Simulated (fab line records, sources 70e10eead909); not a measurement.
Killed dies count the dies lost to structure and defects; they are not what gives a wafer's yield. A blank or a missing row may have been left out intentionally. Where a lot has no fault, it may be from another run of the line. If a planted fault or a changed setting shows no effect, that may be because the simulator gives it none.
Problem report, 8D (eight disciplines) form, completed by code / flow nand_harc / the parts of the form that need people (team, actions taken, sign-off) are left out

== 1. PROBLEM STATEMENT ==
cd_nm at NHARC_A_M0_CD_MEAS_09 reads a mean of 91.8 nm on 6 wafers of 2 lots; wafers without a fault read 79.9 nm with a standard deviation of 0.7. Measured from the usual mean, that is +17 standard deviations.
The step: target cd 80 nm.
First seen on wafer L463.1, day 20 06:25, on cd_sem-01. Wafers with a number at this step in the record: 33, from 11 lots. By rule, "out" or "out of limits" means more than 4 standard deviations away from the usual mean. Any other wafer with a number is counted as sound.

== 2. WHAT THIS IS AND IS NOT ==
question=which readings at this step | is=cd_nm | is not=-
question=which lots | is=L461, L463 | is not=L453, L466, L469, L470, L472, L473, L474, L475, L476
question=which wafers of those lots | is=all that have a number | is not=-
question=read on which gauges | is=cd_sem-01, cd_sem-03 | is not=cd_sem-02
question=when | is=from day 20 06:25 | is not=up to then (3 sound wafers); but 24 sound wafers of L466, L469, L470, L472, L473, L474, L475, L476 came after

== 3. WHAT RULES OUT EACH SUSPECT ==
Counting: a tool at any process step up to the reading remains a suspect when it ran all the lots that are out and ran no sound lot after the first of those.
- ruled out: the gauge at NHARC_A_M0_CD_MEAS_09. The wafers that are out were read on 2 gauges (cd_sem-01, cd_sem-03).
- cvd_w-01 at NHARC_A_BLC_CVD_24 (deposits W, target thk 150 nm, time 434 s): ruled out as a lasting fault. The sound lots L466, L472, L475, L476 went through it after L463, its earliest lot that is out (day 20 06:20). NHARC_A_BLC_CVD_24 gives no start for some lots, so the hours and the order of its lots are those of NHARC_A_M0_PEB_07.
- litho_track-01 at NHARC_A_M0_PEB_07 (peb time 65 s): ruled out as a lasting fault. The sound lots L474, L476 went through it after L463, its earliest lot that is out (day 20 06:20).
Left after counting: nothing in the record.

== 4. THE CAUSE (what the simulator had put in) ==
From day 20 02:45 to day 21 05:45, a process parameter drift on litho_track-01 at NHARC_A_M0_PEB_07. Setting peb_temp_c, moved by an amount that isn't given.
It was ruled out by counting, in error; the rule expects a fault to strike all lots run on its tool from its start on, and this fault did not.

== 5. THE EFFECT CHAIN, in route order ==
Each row: a reading where the mean over the struck wafers with a number is more than 3 standard deviations away from the usual. Readings are gone through only where the record gives a usual standard deviation; hours: the median, over the lots, of the time from a lot's start at the first step in this table giving one to that lot's start at this step; sigmas: the change measured in usual standard deviations.
hours=0; step=NHARC_A_M0_PEB_07; reading=heater_power_total_W; usual=156.6 W; on struck wafers=164.8; change=+8.2; sigmas=+20
hours=0; step=NHARC_A_M0_PEB_07; reading=plate_temp_C; usual=100.00 C; on struck wafers=103.77; change=+3.77; sigmas=+29
hours=0; step=NHARC_A_M0_CD_MEAS_09; reading=cd_nm; usual=79.9 nm; on struck wafers=91.8; change=+11.9; sigmas=+17
hours=1; step=NHARC_A_M0_CD_MEAS_16; reading=cd_nm; usual=79.9 nm; on struck wafers=91.5; change=+11.5; sigmas=+12
Its process steps:
- NHARC_A_M0_PEB_07: peb time 65 s.
Later steps that measure or inspect, where all struck wafers having a row at the step show a number for every such reading and not one has moved that far: NHARC_END_SORT_01.

== 6. HOW IT WOULD HAVE BEEN CAUGHT EARLIER ==
Counted from the fault's start at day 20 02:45, it took 4 hours until the first out-of-limits reading at a measuring or inspecting step in this record, taken at day 20 06:25.
At NHARC_A_M0_PEB_07, the tool's own readings (heater_power_total_W, plate_temp_C) were out on each struck wafer the step has a row for, so an alarm limit on them would have fired on the first such wafer.
